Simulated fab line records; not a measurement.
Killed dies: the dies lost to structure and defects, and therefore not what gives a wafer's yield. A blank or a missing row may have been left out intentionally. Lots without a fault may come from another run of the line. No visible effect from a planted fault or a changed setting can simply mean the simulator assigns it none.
Which tool is to blame?	flow nand-harc	12 lots, 36 wafers sampled, at 1 step of a route of 1159

== WHAT THE GAUGES SHOWED, per wafer ==
NHARC_P_STI_OCD_MEAS_43.
lot	measured	on	trench-depth-nm (nm)
L075	day 2 19:04	ocd-02	303 306 301
L076	day 3 05:34	ocd-02	295 301 295
L079	day 3 15:28	ocd-01	305 298 303
L081	day 4 06:08	ocd-02	300 302 297
L083	day 4 18:08	ocd-02	299 300 295
L085	day 5 06:11	ocd-01	302 305 303
L087	day 5 18:19	ocd-01	303 305 301
L089	day 6 09:31	ocd-02	302 303 302
L091	day 6 19:08	ocd-01	301 302 306
L093	day 7 06:24	ocd-01	301 301 304
L095	day 7 19:18	ocd-01	303 297 298
L097	day 8 07:25	ocd-01	297 296 303

== WHAT TOOL EACH LOT RAN ON (gives the tool, then ch and the chambers of the sampled wafers, and finally the start) ==
Record: no process step prior to these readings.

== THE ANSWER, worked out from the rows above alone ==
Rule: the lots themselves supply what counts as usual. The widest of any qualifying gaps counts: lots, ordered by their means at a reading, are off when they make up no more than a third of the lots, leave a main group of 4 or more, and stand apart from it by 3 or more times the standard deviation of that group's means. Not used: any main group whose means are identical at the precision the tables above print for the reading. A lot without any number at a reading at which 4 lots or more have one is off too. The other lots that the step has rows for count as sound.
Across all readings shown, no lot is off: no conclusion can be drawn from this.

== WHAT THE SIMULATOR HAD PUT IN ==
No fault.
